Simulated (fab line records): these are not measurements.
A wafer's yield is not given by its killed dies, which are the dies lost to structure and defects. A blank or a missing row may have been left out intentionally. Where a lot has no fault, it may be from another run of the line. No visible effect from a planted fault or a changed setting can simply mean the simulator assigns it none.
Chamber matching -- flow n5-finfet -- N5_HKMG_FIN_ALD_75 on ald-hk-01: 4 sister chambers
The step deposits Al2O3, target thk 1 nm, co reactant pulse time 1 s. 4 wafers are shown with their chamber, then 7 later ones without.

WAFERS, EACH WITH ITS CHAMBER
wafer,chamber,heater-power-w (W)
L083.6,0,130
L088.6,1,153
L090.2,3,162
L090.3,2,146

WAFERS WITHOUT THEIR CHAMBER
wafer,heater-power-w (W)
L090.4,147
L094.2,158
L094.4,147
L094.5,140
L095.2,145
L095.3,158
L095.6,132

CHAMBER TAKEN BY EACH
wafer,from the rows above,in truth
L090.4,can't be placed: 2 or 1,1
L094.2,can't be placed: 3 or 1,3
L094.4,can't be placed: 2 or 1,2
L094.5,can't be placed: 2 or 0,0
L095.2,2,2
L095.3,can't be placed: 3 or 1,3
L095.6,0,0
Placed correctly: 2 of 7. Unplaceable from these rows: 5, with the true chamber sitting among the candidates in 5. Number placed wrongly: 0.
How it was worked out, from the rows above alone: a wafer's distance from a chamber is the root of the sum, over the readings, of the square of ((its reading less the chamber's mean) divided by the reading's scatter). The wafer belongs to the nearest chamber; if the next one is less than 2 further off, it can't be placed. A chamber's mean is the mean of its shown wafers. The scatter (one wafer shown for each chamber): square how far every hidden wafer sits from the nearest shown wafer, average those squares and take the square root.
